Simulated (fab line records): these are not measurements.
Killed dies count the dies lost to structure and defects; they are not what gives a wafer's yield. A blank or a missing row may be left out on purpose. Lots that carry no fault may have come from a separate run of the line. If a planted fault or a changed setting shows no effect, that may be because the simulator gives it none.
fab line records || flow n5-finfet
[record] {"lots": 3, "wafers": 9, "last-day": 17}
route steps=1938 shown BEOL_M4@1099 BEOL_M5@1112 PASS1_CAP@1874 PASSIVATION@1936
lots with no fault: from the same line, run without faults
start-h: the number of hours between the record's first day and the start of the first shown wafer of the lot || wait-h: hours from the lot's prior step to this one || " repeats the value in the row above || L1.1+2: one row covering several wafers at once || - no value, or no start was given || * or withheld: withheld || < > ~ a bound
route shown NAME@n: names a module that has steps shown in the file, with the first one's number in the route || usual: the fault-free wafers' mean and standard deviation || same: alike in all rows || chamber/n: place in a boat || sites: readings site by site || _std_site: the standard deviation of these || _edge_site: inner sites' mean taken away from outer sites' mean || radius-mm: how far each site lies from the wafer's centre || mask NAME#n: copy n || behind: the last tool/chamber to shape the wafer || hold: reason for holding the lot/hours on hold/outcome of the hold || device: whichever transistor did not switch (one of n, p or np) || end of line: the same wafers' tests at the end of the route || a step given without rows: its recipe and nothing more || killed: at the first sort, the dies lost to defects and structure; wafer yield is something else || map: per-die view of a wafer (x killed, . not killed, _ where there is no die)
set.NAME: the setting the step ran with; set.NAME@STEP: the setting that earlier step ran with || model.NAME: the simulator's own value behind a step, which no gauge read
lots seen at some steps along the route; tables by step, rows by wafer
services: a tool's chamber out of use, with start hour (start-h, from the record's first day; less than 0 if before it), hours out, and reason
[[steps]]
[step N5_BEOL_M4_ANNEAL_95]
[recipe] {"temp-c": 400, "time-s": 240, "ambient": "vacuum"}
[step N5_BEOL_M4_SPUTTER_96]
[recipe] {"material": "Cu", "target-thk-a": 45, "temp-c": -20, "chamber-pressure-pa": 0.07, "power-w": "withheld", "time-s": 8.29}
[step N5_BEOL_M4_ECD_50]
[recipe] {"material": "Cu", "target-thk-a": 3000}
[step N5_BEOL_M4_ANNEAL_51]
[recipe] {"temp-c": 225, "time-s": 90, "ambient": "N2"}
[step N5_BEOL_M4_CMP_52]
[recipe] {"stop-on": "SiOC", "t-overpolish-s": 6.8, "down-force-psi": 1, "platen-rpm": 50, "clearing-platen-down-force-psi": 1.5, "clearing-platen-rpm": 50, "post-cmp-clean": "cu-alkaline", "target-thk-nm": 40, "clearing-platen-pad-velocity-m-s": 0.99484, "pad-velocity-m-s": 0.99484}
[step N5_BEOL_M4_PRE_CLEAN_60]
[recipe] {"gas": "NH3/H2", "time-s": 15, "temp-c": "*", "rf-power-w": 300}
[step N5_BEOL_M4_CO_CAP_55]
[recipe] {"material": "Co", "target-thk-a": 20, "temp-c": 200, "precursor": "CCTBA/H2", "pressure-torr": 30, "time-s": 102.1}
[step N5_BEOL_M4_PRE_CLEAN_56]
[recipe] {"gas": "NH3", "time-s": 15, "temp-c": "withheld", "rf-power-w": 300}
[step N5_BEOL_M4_DEP_57]
[recipe] {"material": "SiCN", "target-thk-a": 80, "temp-c": "withheld", "precursor": "3MS/NH3", "pressure-torr": 3, "rf-w": 202, "time-s": 14}
[step N5_BEOL_M4_RC_MEAS_101]
[usual] {"DIBL_N": "36.3/2.2", "DIBL_P": "36.0/2.4", "IOFF_N": "0.16/0.042", "IOFF_P": "0.22/0.041", "ION_N": "672/14", "ION_P": "462/7.9", "SS_N": "71.7/0.76", "SS_P": "73.3/0.72", "VT_N": "250/3.6", "VT_P": "-249/3"}
{"lot.wafer": "L197.2", "tool": "prober-02", "chamber": 0, "start-h": 192.12, "wait-h": 0.2, "DIBL_N[mV/V]": 36.5, "DIBL_P[mV/V]": 37.3, "IOFF_N[nA/um]": 0.15, "IOFF_P[nA/um]": 0.23, "ION_N[uA/um]": 654, "ION_P[uA/um]": 455, "SS_N[mV/dec]": 72.0, "SS_P[mV/dec]": 73.1, "VT_N[mV]": 253, "VT_P[mV]": -251}
{"lot.wafer": "L197.4", "tool": "prober-02", "chamber": 0, "start-h": 192.12, "wait-h": 0.2, "DIBL_N[mV/V]": 33.4, "DIBL_P[mV/V]": 33.7, "IOFF_N[nA/um]": 0.13, "IOFF_P[nA/um]": 0.18, "ION_N[uA/um]": 669, "ION_P[uA/um]": 462, "SS_N[mV/dec]": 70.8, "SS_P[mV/dec]": 72.4, "VT_N[mV]": 252, "VT_P[mV]": -253}
{"lot.wafer": "L197.5", "tool": "prober-02", "chamber": 0, "start-h": 192.12, "wait-h": 0.2, "DIBL_N[mV/V]": 36.3, "DIBL_P[mV/V]": 37.2, "IOFF_N[nA/um]": 0.16, "IOFF_P[nA/um]": 0.24, "ION_N[uA/um]": 667, "ION_P[uA/um]": 464, "SS_N[mV/dec]": 71.6, "SS_P[mV/dec]": 73.4, "VT_N[mV]": 248, "VT_P[mV]": -249}
{"lot.wafer": "L203.1", "tool": "prober-02", "chamber": 0, "start-h": 221.99, "wait-h": 0.2, "DIBL_N[mV/V]": 37.3, "DIBL_P[mV/V]": 35.8, "IOFF_N[nA/um]": 0.16, "IOFF_P[nA/um]": 0.21, "ION_N[uA/um]": 671, "ION_P[uA/um]": 451, "SS_N[mV/dec]": 72.1, "SS_P[mV/dec]": 72.9, "VT_N[mV]": 252, "VT_P[mV]": -252}
{"lot.wafer": "L203.2", "tool": "prober-02", "chamber": 0, "start-h": 221.99, "wait-h": 0.2, "DIBL_N[mV/V]": 36.7, "DIBL_P[mV/V]": 34.7, "IOFF_N[nA/um]": 0.14, "IOFF_P[nA/um]": 0.20, "ION_N[uA/um]": 650, "ION_P[uA/um]": 451, "SS_N[mV/dec]": 71.9, "SS_P[mV/dec]": 72.8, "VT_N[mV]": 252, "VT_P[mV]": -250}
{"lot.wafer": "L203.3", "tool": "prober-02", "chamber": 0, "start-h": 221.99, "wait-h": 0.2, "DIBL_N[mV/V]": 42.4, "DIBL_P[mV/V]": 44.1, "IOFF_N[nA/um]": 0.31, "IOFF_P[nA/um]": 0.40, "ION_N[uA/um]": 709, "ION_P[uA/um]": 477, "SS_N[mV/dec]": 72.8, "SS_P[mV/dec]": 75.9, "VT_N[mV]": 240, "VT_P[mV]": -242}
{"lot.wafer": "L211.3", "tool": "prober-01", "chamber": 0, "start-h": 295.20, "wait-h": 0.3, "DIBL_N[mV/V]": 39.2, "DIBL_P[mV/V]": 38.1, "IOFF_N[nA/um]": 0.21, "IOFF_P[nA/um]": 0.26, "ION_N[uA/um]": 705, "ION_P[uA/um]": 475, "SS_N[mV/dec]": 71.9, "SS_P[mV/dec]": 73.8, "VT_N[mV]": 248, "VT_P[mV]": -247}
{"lot.wafer": "L211.4", "tool": "prober-01", "chamber": 0, "start-h": 295.20, "wait-h": 0.3, "DIBL_N[mV/V]": 36.5, "DIBL_P[mV/V]": 35.3, "IOFF_N[nA/um]": 0.15, "IOFF_P[nA/um]": 0.21, "ION_N[uA/um]": 671, "ION_P[uA/um]": 467, "SS_N[mV/dec]": 71.1, "SS_P[mV/dec]": 73.7, "VT_N[mV]": 252, "VT_P[mV]": -252}
{"lot.wafer": "L211.5", "tool": "prober-01", "chamber": 0, "start-h": 295.20, "wait-h": 0.3, "DIBL_N[mV/V]": 35.1, "DIBL_P[mV/V]": 33.1, "IOFF_N[nA/um]": 0.13, "IOFF_P[nA/um]": 0.19, "ION_N[uA/um]": 669, "ION_P[uA/um]": 463, "SS_N[mV/dec]": 71.2, "SS_P[mV/dec]": 73.0, "VT_N[mV]": 250, "VT_P[mV]": -251}
[step N5_BEOL_M5_ILD_DEP_00]
[recipe] {"material": "SiCOH_lowk", "target-thk-a": 1406.4, "temp-c": 300, "precursor": "DEMS/porogen", "pressure-torr": 5, "rf-w": 500, "time-s": 25.9}
[step N5_BEOL_M5_CURE_79]
[recipe] {"temp-c": 385, "time-s": 240, "ambient": "He/Ar", "material": "SiCOH_lowk"}
[step N5_BEOL_M5_PECVD_70]
[recipe] {"material": "SiO2", "target-thk-a": 160, "temp-c": 400, "precursor": "TEOS/O2", "pressure-torr": 5.5, "rf-w": 450, "teos-flow-sccm": 53.8, "gas": "O2", "flow-sccm": 3000, "time-s": 18}
[step N5_BEOL_M5_HM_DEP_02]
[recipe] {"material": "TiN", "target-thk-a": 200, "temp-c": 25, "chamber-pressure-pa": 0.49996}
[step N5_BEOL_M5_COAT_59]
[recipe] {"resist": "SOC", "temp-c": 250, "time-s": 60, "spin-rpm": 1500, "resist-thk-nm": 60}
[step N5_BEOL_M5_COAT_60]
[recipe] {"resist": "SiARC", "temp-c": 220, "time-s": 60, "spin-rpm": 1500, "resist-thk-nm": 12}
[step N5_BEOL_M5_COAT_71]
[recipe] {"resist": "underlayer", "temp-c": 205, "time-s": 60, "spin-rpm": 1500, "resist-thk-nm": 5}
[step N5_BEOL_M5_COAT_05]
[recipe] {"resist": "CAR-EUV", "spin-rpm": 1500, "resist-thk-nm": 30}
[step N5_BEOL_M5_EBR_07]
[recipe] {"solvent": "PGMEA", "ebr-width-mm": 1.5}
[step N5_BEOL_M5_SOFTBAKE_06]
[recipe] {"temp-c": 110, "time-s": 60, "resist": "CAR-EUV"}
[step N5_BEOL_M5_EXPOSE_08]
[recipe] {"mask-id": "M5", "na": 0.33, "source-shape": "annular", "sigma-inner": 0.4, "sigma-outer": 0.8, "polarization": "unpolarized", "target-cd-nm": 28, "dose-mj": 35.75}
[step N5_BEOL_M5_PEB_09]
[recipe] {"peb-temp-c": 100, "peb-time-s": 60, "resist": "CAR-EUV"}
[step N5_BEOL_M5_DEVELOP_10]
[recipe] {"develop-time-s": 30, "developer": "TMAH", "resist": "CAR-EUV", "rinse-liquid": "surfactant-rinse", "dry": "air-spin", "dev-temp-c": 23}
[step N5_BEOL_M5_DESCUM_16]
[recipe] {"chemistry": "O2", "time-s": 7, "source-power-w": 50, "bias-power-w": 20, "pressure-mtorr": 20, "rf-frequency-hz": 2.712e+07, "temp-c": 40, "resist": "CAR-EUV", "o2-flow-sccm": 225}
[step N5_BEOL_M5_ETCH_72]
[recipe] {"chemistry": "N2/H2", "target": "underlayer", "target-depth-a": 65, "mask-material": "CAR-EUV", "time-s": 5.2, "ion-energy-ev": 200, "pressure-mtorr": 30, "source-w": 840, "bias-w": 150, "n2-flow-sccm": 200, "h2-flow-sccm": 200, "ends": "cleared"}
[step N5_BEOL_M5_ETCH_61]
[recipe] {"chemistry": "CF4", "target": "SiARC", "target-depth-a": 156, "mask-material": "CAR-EUV", "time-s": 26, "ion-energy-ev": 80, "pressure-mtorr": 40, "source-w": 545, "bias-w": 36, "Ar_flow_sccm": 100, "cf4-flow-sccm": 100, "ends": "cleared"}
[step N5_BEOL_M5_ETCH_62]
[recipe] {"chemistry": "N2/H2", "target": "SOC", "target-depth-a": 750, "overetch-a": 150, "mask-material": "SiARC", "temp-c": 40, "time-s": 112.5, "ion-energy-ev": 200, "pressure-mtorr": 30, "source-w": 840, "bias-w": 150, "n2-flow-sccm": 200, "h2-flow-sccm": 200}
[step N5_BEOL_M5_STRIP_63]
[recipe] {"chemistry": "N2/H2", "temp-c": 40, "n2-flow-sccm": 200, "h2-flow-sccm": 200, "rf-frequency-hz": 6e+07}
[step N5_BEOL_M5_STRIP_73]
[recipe] {"chemistry": "N2/H2", "temp-c": 40, "n2-flow-sccm": 200, "h2-flow-sccm": 200, "rf-frequency-hz": 6e+07}
[step N5_BEOL_M5_STRIP_64]
[recipe] {"chemistry": "CF4", "resist": "SiARC", "power-w": 300, "bias-power-w": 75, "pressure-mtorr": 50, "cf4-flow-sccm": 150, "rf-frequency-hz": 6e+07}
[step N5_BEOL_M5_HM_OPEN_17]
[recipe] {"chemistry": "Cl2/BCl3", "target-depth-a": 200, "overetch-a": 60, "target": "TiN", "mask-material": "SOC", "ion-energy-ev": 150, "pressure-mtorr": 10, "icp-w": 1000, "bias-w": 126, "Cl2_flow_sccm": 53.25, "bcl3-flow-sccm": 21.75, "Ar_flow_sccm": 25}
[step N5_BEOL_M5_STRIP_19]
[recipe] {"chemistry": "O2", "power-w": 400, "temp-c": 40, "pressure-mtorr": 30, "rf-frequency-hz": 6e+07, "bias-power-w": 0, "overash-fraction": 0.2, "o2-flow-sccm": 225}
[step N5_BEOL_M5_COAT_65]
[recipe] {"resist": "SOC", "temp-c": 250, "time-s": 60, "spin-rpm": 1500, "resist-thk-nm": 60}
[step N5_BEOL_M5_COAT_66]
[recipe] {"resist": "SiARC", "temp-c": 220, "time-s": 60, "spin-rpm": 1500, "resist-thk-nm": 12}
[step N5_PASSIVATION_PECVD_01]
[recipe] {"material": "SiNx", "target-thk-a": 2000, "temp-c": 400, "precursor": "SiH4/NH3/N2", "pressure-torr": 4.9, "rf-w": 1406, "time-s": 43.2}
[usual] {"heater-power-w": "383/100", "showerhead-plenum-p-Torr": "8.70/0.087", "throttle-valve-pct": "29.6/2.2"}
{"lot.wafer": "L197.2", "tool": "pecvd-01", "chamber": 1, "start-h": 281.64, "wait-h": 0.0, "heater-power-w": 348, "showerhead-plenum-p-Torr": 8.78, "throttle-valve-pct": 27.6, "model.SiNx_of_PASSIVATION_PECVD_01.thk-nm": 197.2}
{"lot.wafer": "L197.4", "tool": "pecvd-01", "chamber": 0, "start-h": 281.64, "wait-h": 0.0, "heater-power-w": 515, "showerhead-plenum-p-Torr": 8.61, "throttle-valve-pct": 29.9, "model.SiNx_of_PASSIVATION_PECVD_01.thk-nm": 202.4}
{"lot.wafer": "L197.5", "tool": "pecvd-01", "chamber": 1, "start-h": 281.64, "wait-h": 0.0, "heater-power-w": 360, "showerhead-plenum-p-Torr": 8.78, "throttle-valve-pct": 27.7, "model.SiNx_of_PASSIVATION_PECVD_01.thk-nm": 200.4}
{"lot.wafer": "L203.1", "tool": "pecvd-01", "chamber": 2, "start-h": 315.44, "wait-h": 0.0, "heater-power-w": 415, "showerhead-plenum-p-Torr": 8.73, "throttle-valve-pct": 27.0, "model.SiNx_of_PASSIVATION_PECVD_01.thk-nm": 201}
{"lot.wafer": "L203.2", "tool": "pecvd-01", "chamber": 0, "start-h": 315.44, "wait-h": 0.0, "heater-power-w": 512, "showerhead-plenum-p-Torr": 8.61, "throttle-valve-pct": 29.9, "model.SiNx_of_PASSIVATION_PECVD_01.thk-nm": 238}
{"lot.wafer": "L203.3", "tool": "pecvd-01", "chamber": 1, "start-h": 315.44, "wait-h": 0.0, "heater-power-w": 307, "showerhead-plenum-p-Torr": 8.76, "throttle-valve-pct": 27.6, "model.SiNx_of_PASSIVATION_PECVD_01.thk-nm": 202.2}
{"lot.wafer": "L211.3", "tool": "pecvd-03", "chamber": 1, "start-h": 392.42, "wait-h": 0.0, "heater-power-w": 390, "showerhead-plenum-p-Torr": 8.83, "throttle-valve-pct": 31.2, "model.SiNx_of_PASSIVATION_PECVD_01.thk-nm": 200.8}
{"lot.wafer": "L211.4", "tool": "pecvd-03", "chamber": 2, "start-h": 392.42, "wait-h": 0.0, "heater-power-w": 188, "showerhead-plenum-p-Torr": 8.67, "throttle-valve-pct": 25.9, "model.SiNx_of_PASSIVATION_PECVD_01.thk-nm": 205.6}
{"lot.wafer": "L211.5", "tool": "pecvd-03", "chamber": 0, "start-h": 392.42, "wait-h": 0.0, "heater-power-w": 430, "showerhead-plenum-p-Torr": 8.86, "throttle-valve-pct": 31.6, "model.SiNx_of_PASSIVATION_PECVD_01.thk-nm": 202.4}
[step N5_PASSIVATION_PROBE_49]
[usual] {"defect-limited-yield": "91.3/1.7", "killed_at_M0_to_M3": "33/9.9", "killed_at_M4_up": "14/6.4", "killed-at-contacts": "12/7", "killed-at-front-end": "41/13", "killed-at-other": "3.1/2.9", "killed-dies": "103/20", "killed-on-rim": "13/4", "killed-open": "67/14", "killed-short": "34/9.4", "sort_bin_4_leakage": "0.03/0.24", "sort_bin_5_function": "5.1/1.1", "sort_bin_6_memory": "3.2/0.79", "sort-n-pass": "1077/21", "sort-yield-pct": "91.2/1.7"}
[same] {"gross-dies": 1180, "killed-at-back-side": 0, "sort_bin_8_speed[%]": 0}
{"lot.wafer": "L197.2", "tool": "prober-01", "chamber": "-", "start-h": 291.35, "wait-h": 0.1, "defect-limited-yield[%]": 90.9, "killed_at_M0_to_M3": 43, "killed_at_M4_up": 7, "killed-at-contacts": 9, "killed-at-front-end": 48, "killed-at-other": 0, "killed-dies": 107, "killed-on-rim": 11, "killed-open": 62, "killed-short": 44, "sort_bin_4_leakage[%]": 0, "sort_bin_5_function[%]": 5.4, "sort_bin_6_memory[%]": 3.3, "sort-n-pass": 1073, "sort-yield-pct[%]": 90.9}
{"lot.wafer": "L197.4", "tool": "prober-01", "chamber": "-", "start-h": 291.45, "wait-h": 0.2, "defect-limited-yield[%]": 91.8, "killed_at_M0_to_M3": 14, "killed_at_M4_up": 14, "killed-at-contacts": 19, "killed-at-front-end": 47, "killed-at-other": 3, "killed-dies": 97, "killed-on-rim": 16, "killed-open": 64, "killed-short": 33, "sort_bin_4_leakage[%]": 0, "sort_bin_5_function[%]": 4.4, "sort_bin_6_memory[%]": 3.6, "sort-n-pass": 1083, "sort-yield-pct[%]": 91.8}
{"lot.wafer": "L197.5", "tool": "prober-01", "chamber": "-", "start-h": 291.50, "wait-h": 0.2, "defect-limited-yield[%]": 92.2, "killed_at_M0_to_M3": 46, "killed_at_M4_up": 11, "killed-at-contacts": 10, "killed-at-front-end": 21, "killed-at-other": 4, "killed-dies": 92, "killed-on-rim": 11, "killed-open": 56, "killed-short": 35, "sort_bin_4_leakage[%]": 0, "sort_bin_5_function[%]": 4.7, "sort_bin_6_memory[%]": 2.6, "sort-n-pass": 1088, "sort-yield-pct[%]": 92.2}
{"lot.wafer": "L203.2", "tool": "prober-02", "chamber": "-", "start-h": 324.87, "wait-h": 0.1, "defect-limited-yield[%]": 0, "killed_at_M0_to_M3": 21, "killed_at_M4_up": 13, "killed-at-contacts": 17, "killed-at-front-end": 27, "killed-at-other": 1102, "killed-dies": 1180, "killed-on-rim": 152, "killed-open": 56, "killed-short": 37, "sort_bin_4_leakage[%]": 0, "sort_bin_5_function[%]": 96.4, "sort_bin_6_memory[%]": 3.1, "sort-n-pass": 0, "sort-yield-pct[%]": 0}
{"lot.wafer": "L211.3", "tool": "prober-01", "chamber": "-", "start-h": 402.55, "wait-h": 0.1, "defect-limited-yield[%]": 94.1, "killed_at_M0_to_M3": 31, "killed_at_M4_up": 4, "killed-at-contacts": 12, "killed-at-front-end": 16, "killed-at-other": 7, "killed-dies": 70, "killed-on-rim": 16, "killed-open": 48, "killed-short": 19, "sort_bin_4_leakage[%]": 0, "sort_bin_5_function[%]": 2.7, "sort_bin_6_memory[%]": 3.0, "sort-n-pass": 1110, "sort-yield-pct[%]": 94.1}
{"lot.wafer": "L211.4", "tool": "prober-01", "chamber": "-", "start-h": 402.60, "wait-h": 0.2, "defect-limited-yield[%]": 92.1, "killed_at_M0_to_M3": 33, "killed_at_M4_up": 8, "killed-at-contacts": 14, "killed-at-front-end": 35, "killed-at-other": 3, "killed-dies": 93, "killed-on-rim": 10, "killed-open": 66, "killed-short": 25, "sort_bin_4_leakage[%]": 0, "sort_bin_5_function[%]": 4.2, "sort_bin_6_memory[%]": 3.4, "sort-n-pass": 1087, "sort-yield-pct[%]": 92.1}
{"lot.wafer": "L211.5", "tool": "prober-01", "chamber": "-", "start-h": 402.65, "wait-h": 0.2, "defect-limited-yield[%]": 92.6, "killed_at_M0_to_M3": 26, "killed_at_M4_up": 8, "killed-at-contacts": 12, "killed-at-front-end": 32, "killed-at-other": 9, "killed-dies": 87, "killed-on-rim": 12, "killed-open": 52, "killed-short": 31, "sort_bin_4_leakage[%]": 0, "sort_bin_5_function[%]": 4.4, "sort_bin_6_memory[%]": 3.0, "sort-n-pass": 1093, "sort-yield-pct[%]": 92.6}
// killed by level:class
L197.2 STI_FIN_REVEAL:geometric-particle:open=17 BEOL_M0_SAQP:geometric-particle:short=11 BEOL_M0_SAQP:geometric-particle:open=10 BEOL_M1:geometric-particle:open=9 DUMMY_GATE:geometric-particle:open=6 GATE_CUT:geometric-particle:short=6 MOL_CONTACT_COAG:geometric-particle:open=5 MOL_CONTACT_COAG:geometric-particle:short=4
L197.4 STI_FIN_REVEAL:geometric-particle:open=17 MOL_CONTACT_COAG:geometric-particle:open=15 BEOL_M0_SAQP:geometric-particle:short=7 FIN_SAQP:geometric-particle:short=6 DUMMY_GATE:geometric-particle:open=5 FIN_SAQP:geometric-particle:open=4 MOL_CONTACT_COAG:geometric-particle:short=4 BEOL_M0_SAQP:geometric-particle:open=4
L197.5 BEOL_M0_SAQP:geometric-particle:short=16 BEOL_M0_SAQP:geometric-particle:open=11 MOL_CONTACT_COAG:geometric-particle:open=8 BEOL_M3:geometric-particle:open=8 DUMMY_GATE:geometric-particle:open=6 BEOL_M1:geometric-particle:open=4 BEOL_M1:geometric-particle:short=3 BEOL_M6:geometric-particle:open=3
L203.2 PASS1_CAP:area-pecvd=1087 MOL_CONTACT_COAG:geometric-particle:open=12 FIN_SAQP:geometric-particle:open=9 FIN_SAQP:geometric-particle:short=7 BEOL_M1:geometric-particle:open=6 BEOL_M4:geometric-particle:open=6 PAD_METAL:geometric-particle:short=6 MOL_CONTACT_COAG:geometric-particle:short=5
L211.3 MOL_CONTACT_COAG:geometric-particle:open=12 DUMMY_GATE:geometric-particle:open=6 BEOL_M3:geometric-particle:open=6 BEOL_M2:geometric-particle:open=5 BEOL_M1:geometric-particle:short=4 MIM_TOP_ETCH:geometric-particle:short=4 MIM_TOP_ETCH:geometric-particle:open=3 BEOL_M0:geometric-particle:open=3
L211.4 BEOL_M3:geometric-particle:open=11 MOL_CONTACT_COAG:geometric-particle:open=11 STARTING-WAFER:geometric-particle:open=7 DUMMY_GATE:geometric-particle:open=5 BEOL_M0:geometric-particle:open=5 FIN_CUT:geometric-particle:open=4 STI_FIN_REVEAL:geometric-particle:open=3 GATE_CUT:geometric-particle:open=3
L211.5 BEOL_M3:geometric-particle:open=13 MOL_CONTACT_COAG:geometric-particle:open=11 STI_FIN_REVEAL:geometric-particle:open=8 STARTING-WAFER:geometric-particle:short=6 GATE_CUT:geometric-particle:short=5 BEOL_M2:geometric-particle:open=4 MIM_TOP_ETCH:geometric-particle:short=3 STARTING-WAFER:geometric-particle:open=3
// map L203.2 (x killed, . not)
_________________xxxxxxxxxxxx________________
______________xxxxxxxxxxxxxxxxxx_____________
___________xxxxxxxxxxxxxxxxxxxxxxxx__________
__________xxxxxxxxxxxxxxxxxxxxxxxxxx_________
________xxxxxxxxxxxxxxxxxxxxxxxxxxxxxx_______
_______xxxxxxxxxxxxxxxxxxxxxxxxxxxxxxxx______
______xxxxxxxxxxxxxxxxxxxxxxxxxxxxxxxxxx_____
_____xxxxxxxxxxxxxxxxxxxxxxxxxxxxxxxxxxxx____
____xxxxxxxxxxxxxxxxxxxxxxxxxxxxxxxxxxxxxx___
___xxxxxxxxxxxxxxxxxxxxxxxxxxxxxxxxxxxxxxxx__
___xxxxxxxxxxxxxxxxxxxxxxxxxxxxxxxxxxxxxxxx__
__xxxxxxxxxxxxxxxxxxxxxxxxxxxxxxxxxxxxxxxxxx_
__xxxxxxxxxxxxxxxxxxxxxxxxxxxxxxxxxxxxxxxxxx_
_xxxxxxxxxxxxxxxxxxxxxxxxxxxxxxxxxxxxxxxxxxxx
_xxxxxxxxxxxxxxxxxxxxxxxxxxxxxxxxxxxxxxxxxxxx
_xxxxxxxxxxxxxxxxxxxxxxxxxxxxxxxxxxxxxxxxxxxx
_xxxxxxxxxxxxxxxxxxxxxxxxxxxxxxxxxxxxxxxxxxxx
_xxxxxxxxxxxxxxxxxxxxxxxxxxxxxxxxxxxxxxxxxxxx
_xxxxxxxxxxxxxxxxxxxxxxxxxxxxxxxxxxxxxxxxxxxx
_xxxxxxxxxxxxxxxxxxxxxxxxxxxxxxxxxxxxxxxxxxxx
_xxxxxxxxxxxxxxxxxxxxxxxxxxxxxxxxxxxxxxxxxxxx
__xxxxxxxxxxxxxxxxxxxxxxxxxxxxxxxxxxxxxxxxxx_
__xxxxxxxxxxxxxxxxxxxxxxxxxxxxxxxxxxxxxxxxxx_
___xxxxxxxxxxxxxxxxxxxxxxxxxxxxxxxxxxxxxxxx__
___xxxxxxxxxxxxxxxxxxxxxxxxxxxxxxxxxxxxxxxx__
____xxxxxxxxxxxxxxxxxxxxxxxxxxxxxxxxxxxxxx___
_____xxxxxxxxxxxxxxxxxxxxxxxxxxxxxxxxxxxx____
______xxxxxxxxxxxxxxxxxxxxxxxxxxxxxxxxxx_____
_______xxxxxxxxxxxxxxxxxxxxxxxxxxxxxxxx______
________xxxxxxxxxxxxxxxxxxxxxxxxxxxxxx_______
__________xxxxxxxxxxxxxxxxxxxxxxxxxx_________
___________xxxxxxxxxxxxxxxxxxxxxxxx__________
______________xxxxxxxxxxxxxxxxxx_____________
_________________xxxxxxxxxxxx________________
// map L197.2 (x killed, . not)
_________________......x.....________________
______________x.........x...x..._____________
___________........x...............__________
__________.....................x...._________
________..x..............x............_______
_______..x...x..x.........x.......x...x______
______.x..............x.x.......x......._____
_____.............x....x.....xx.........x____
____......x..................x............___
___.....x........xx............x.x.........__
___.....................................xx.__
__....x........x......x..........x.........._
__.....x.x................x........xx......._
_....x.....x...x.............................
_x.............x..........x..................
_...........xx..xx...x....x..................
_.......x.....x.......x......................
_x..........x..............x..x.xx.....x.....
_....xx.........x...x.x.x....................
_.....x.........xx...........................
_..................x......x..x...............
__xx.............................x.x........_
__.......x..............x.........x...x....._
___...x....x...............................__
___...............x.......x.............x..__
____....................x.....x..x........___
_____...x....x...........................____
______....x................x............_____
_______...........x..........x..x......______
________.x..x........................._______
__________...x...................x.._________
___________....x......x...xx.......__________
______________.....x............_____________
_________________............________________
[[services]]
{"tool": "pecvd-01", "chamber": 2, "start-h": 258.14, "hours": 2.1, "kind": "scheduled-down"}
{"tool": "pecvd-01", "chamber": 0, "start-h": 296.54, "hours": 5.5, "kind": "scheduled-down"}
[[key]]
[first-sign] {"step": "N5_PASSIVATION_PROBE_49", "reading": "killed-at-other", "direction": "up", "sigmas": "99+", "usual": 3.1, "struck": 1102}
[effect] {"step": "N5_PASSIVATION_PROBE_49", "reading": "sort_bin_5_function", "direction": "up", "sigmas": 83, "usual": 5.1, "struck": 96.4}
[model-effect] {"step": "N5_PASSIVATION_PECVD_01", "value": "SiNx_of_PASSIVATION_PECVD_01.thk-nm", "without": 201.2, "struck": 238}
[more-kills-born-at] {"N5_PASSIVATION_PECVD_01@pecvd-01": 1087}
met-at N5_PASSIVATION_PECVD_01
struck-wafers L203.2
later-rows-left-out L203.2
onset-between 281.64 315.44
[fault] {"kind": "process-parameter-drift", "tool": "pecvd-01", "chamber": "-", "onset-h": 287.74, "steps": "N5_PASSIVATION_PECVD_01", "channel": "time-s", "offset": "*", "shape": "step", "end-h": 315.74, "scope": "struck-wafers-only", "acts-in": "*", "stated": "*"}
// later-rows-left-out: the simulator's readings of these wafers behind a module that went badly wrong aren't trusted and aren't shown, but for the sort
